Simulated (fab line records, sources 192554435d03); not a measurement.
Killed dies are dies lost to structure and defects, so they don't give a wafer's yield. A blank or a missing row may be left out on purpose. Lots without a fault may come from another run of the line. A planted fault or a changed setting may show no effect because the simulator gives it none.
Which tool did it? | flow n5_finfet | 11 lots, 31 wafers sampled, at 1 step of a route of 1938

WHAT THE GAUGES READ, wafer by wafer
N5_BEOL_M6_INSPECT_30: inspects for defects (brightfield).
lot  | measured     | on                | raw_defect_count
L350 | day 9 01:52  | defect_inspect-02 | 519 584 338
L354 | day 10 13:27 | defect_inspect-02 | 246 392 268
L353 | day 10 18:54 | defect_inspect-01 | 560 474 523
L355 | day 10 22:32 | defect_inspect-02 | 533 593 364
L356 | day 10 22:49 | defect_inspect-01 | 294 239 322
L358 | day 11 02:31 | defect_inspect-02 | 402 335
L360 | day 11 10:37 | defect_inspect-01 | 432 453
L367 | day 13 07:58 | defect_inspect-02 | 432 548 258
L368 | day 14 02:35 | defect_inspect-02 | 368 377 402
L369 | day 14 12:07 | defect_inspect-02 | 324 355 298
L372 | day 14 18:35 | defect_inspect-02 | 284 371 290

WHICH TOOL RAN EACH LOT (tool, then ch and the chambers of the sampled wafers, then the start)
The record holds no process step before these readings.

THE ANSWER, worked out from the rows above alone
Rule: what is usual is taken from the lots themselves. Put in order of their means at a reading, lots are off if they are a third of the lots or fewer, leave a main group of 4 or more, and stand apart from it by a gap of 3 or more times the standard deviation of the main group's means; of several such gaps the widest counts. A main group whose means are all the same, to the digits that the tables above print for the reading, isn't used. A lot without any number at a reading at which 4 lots or more have one is off too. The other lots that the step has rows for count as sound.
No lot is off at any reading shown: from this, nothing can be told.

WHAT THE SIMULATOR HAD PUT IN
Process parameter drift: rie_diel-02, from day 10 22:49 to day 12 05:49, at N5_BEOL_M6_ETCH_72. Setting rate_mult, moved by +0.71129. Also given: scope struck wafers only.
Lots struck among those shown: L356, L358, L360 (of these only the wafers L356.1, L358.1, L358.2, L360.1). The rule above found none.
